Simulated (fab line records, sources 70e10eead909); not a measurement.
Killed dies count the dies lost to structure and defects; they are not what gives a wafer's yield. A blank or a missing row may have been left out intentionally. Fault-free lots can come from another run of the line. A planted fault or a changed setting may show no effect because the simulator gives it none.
Struck lot and sound lot, side by side    flow nand_harc    14 steps out of a route of 1302
Sound: the wafers L871.1, L871.3, L871.5. Wafers struck: L877.1, L877.4, L877.6. At the end, the cause is stated.
Order at every step that has rows: each side's tool, ch and its chambers, its first start. Under that, the readings that differ: sound wafers    struck wafers    difference of the means    sigmas: that difference in standard deviations of wafers without a fault.
alike: a reading whose means differ by less than 2 such deviations, as well as words and numbers matching on both sides. not compared: withheld readings; readings where some wafer has no value; bounds like >300 that might hide an equal value; numbers whose values overlap and for which the record gives no deviation.
The two part at a step that has a row with sigmas, a row that says differs or no value, or rows on one side only. Numbers that have no deviation but don't overlap get no sigmas and don't part them. Lack of a reading on every wafer of one side parts them only where that side has two or more wafers.

NHARC_P_START_INSPECT_01:
  sound: defect_inspect-01 at day 6 00:02; struck: defect_inspect-01 at day 8 12:02
  alike: raw_defect_count
then, 9 steps without rows for these wafers: NHARC_P_ZERO_WELL_PRECLEAN_00 (cleans in SPM, time 600 s); NHARC_P_ZERO_WELL_SRD_01; NHARC_P_ZERO_WELL_PECVD_02 (deposits SiO2, target thk 10 nm); NHARC_P_ZERO_WELL_DEHYDRATE_03 (time 120 s); NHARC_P_ZERO_WELL_HMDS_04 (time 30 s); NHARC_P_ZERO_WELL_COAT_64 (time 65 s); NHARC_P_ZERO_WELL_COAT_05 (resist thk 600 nm); NHARC_P_ZERO_WELL_SOFTBAKE_06 (time 70 s); NHARC_P_ZERO_WELL_EBR_07.
NHARC_P_ZERO_WELL_EXPOSE_08: exposes mask P ZERO, target cd 500 nm.
  sound on krf_scanner-02 ch 0, day 6 01:05; struck on krf_scanner-02 ch 0, day 8 13:05
reading               sound              struck             difference  sigmas
exposure_dose_mJ_cm2  33.75 33.73 33.76  34.94 34.99 34.94  +1.21       +30
  alike: mask
then, 2 steps without rows for these wafers: NHARC_P_ZERO_WELL_PEB_09 (peb time 80 s); NHARC_P_ZERO_WELL_DEVELOP_10 (time 50 s).
NHARC_P_ZERO_WELL_CD_MEAS_11: the cd target is 500 nm.
  sound on cd_sem-02 ch 0, day 6 01:14; struck on cd_sem-02 ch 0
reading     sound              struck             difference  sigmas
cd_nm (nm)  500.1 498.5 501.2  504.9 502.7 504.2  +4.0        +3
  not compared: hold

## WHERE THEY PART
At NHARC_P_ZERO_WELL_EXPOSE_08 first; at NHARC_P_ZERO_WELL_CD_MEAS_11 last (within this record only).

WHY: the cause the simulator had injected
Process parameters drifting: krf_scanner-02 at NHARC_P_ZERO_WELL_EXPOSE_08, beginning at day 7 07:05. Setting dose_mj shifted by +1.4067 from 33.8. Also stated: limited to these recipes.
